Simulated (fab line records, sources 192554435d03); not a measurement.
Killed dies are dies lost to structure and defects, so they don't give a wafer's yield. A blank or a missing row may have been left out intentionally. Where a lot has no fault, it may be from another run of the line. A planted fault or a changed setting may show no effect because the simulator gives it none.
Chamber matching | flow n5-finfet | 4 sister chambers for N5_BEOL_M7_DESCUM_16 on rie-diel-05
The step chemistry O2, time 7.9 s. 4 wafers are shown with their chamber, then 6 later ones without.

== WAFERS PAIRED WITH THEIR CHAMBERS ==
wafer  | chamber | throttle-valve-pct (%)
L081.1 | 3       | 20.78
L086.1 | 1       | 19.82
L086.4 | 0       | 20.47
L086.5 | 2       | 20.63

== WAFERS WITHOUT THEIR CHAMBER ==
wafer  | throttle-valve-pct (%)
L090.2 | 20.78
L090.4 | 19.85
L090.6 | 20.78
L091.1 | 19.85
L091.2 | 20.49
L091.4 | 20.80

== EACH ONE'S CHAMBER ==
wafer  | from the rows above | in truth
L090.2 | 3                   | 3
L090.4 | 1                   | 1
L090.6 | 3                   | 3
L091.1 | 1                   | 1
L091.2 | 0                   | 0
L091.4 | 3                   | 3
Correct placement for 6 of the 6. Number that these rows cannot place: 0. Wrongly placed: 0.
How it was worked out, from the rows above alone: a wafer's distance from a chamber is the root of the sum, over the readings, of the square of ((its reading less the chamber's mean) divided by the reading's scatter). If the next closest chamber is less than 2 further off than the closest, the wafer can't be placed; otherwise it belongs to the closest. A chamber's mean is the mean of its shown wafers. The scatter: with one shown wafer a chamber, the root of the mean of the squares of how far each hidden wafer lies from its nearest shown one.
